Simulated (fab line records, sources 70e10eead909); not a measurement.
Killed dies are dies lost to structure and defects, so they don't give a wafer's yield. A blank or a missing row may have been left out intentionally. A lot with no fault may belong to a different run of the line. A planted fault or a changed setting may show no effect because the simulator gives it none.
Matching of chambers -- flow nand harc -- ald sin-01 running NHARC_P_GATE_ALD_36: 4 sister chambers
The step deposits SiNx, target thk 20 nm, pulse time 60 s, ald cycles 223. 14 wafers are shown with their chamber, then 7 later ones without.

== WAFERS WITH THEIR CHAMBER ==
wafer,chamber,heater power w (W),precursor pulse height rel
L177.2,3,792,1.024
L177.3,0,910,0.980
L177.1,1,654,0.980
L179.2,2,850,1.013
L179.1,3,791,0.982
L179.3,0,890,0.996
L181.3,3,797,0.993
L181.4,0,907,0.993
L181.6,1,637,0.978
L186.3,1,644,1.000
L186.4,3,757,0.998
L186.5,0,840,1.012
L193.4,3,768,0.986
L193.2,1,665,0.961

SIGNATURES (means of the wafers above)
reading,chamber 0,chamber 1,chamber 2,chamber 3,scatter within a chamber
heater power w,886.75,650.00,850.00,781.00,21.9
precursor pulse height rel,0.99525,0.97975,1.01300,0.99660,0.0154
Rule: a wafer lies at a distance from a chamber equal to the root of the sum of squares, over the readings, of (its reading less the chamber's mean, divided by the reading's scatter). If the next closest chamber is less than 2 further off than the closest, the wafer can't be placed; otherwise it belongs to the closest. How the scatter is found: for the shown wafers, subtract from each reading the mean of its chamber, square and add these, divide the total by (wafers less chambers), then take the root.

== WAFERS WHOSE CHAMBER IS MISSING ==
wafer,heater power w (W),precursor pulse height rel
L193.5,752,1.012
L196.2,862,0.997
L196.3,677,0.972
L196.1,858,1.001
L199.1,844,0.991
L199.4,748,1.021
L199.5,861,1.005

== THE CHAMBER EACH PASSED THROUGH ==
wafer,from the rows above,in truth
L193.5,3,3
L196.2,can't be placed: 0 or 2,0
L196.3,1,1
L196.1,can't be placed: 2 or 0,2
L199.1,can't be placed: 2 or 0 or 3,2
L199.4,3,3
L199.5,can't be placed: 2 or 0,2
3 of 7 placed correctly. Unplaceable from these rows: 4, with the true chamber sitting among the candidates in 4. Wrongly placed: 0.
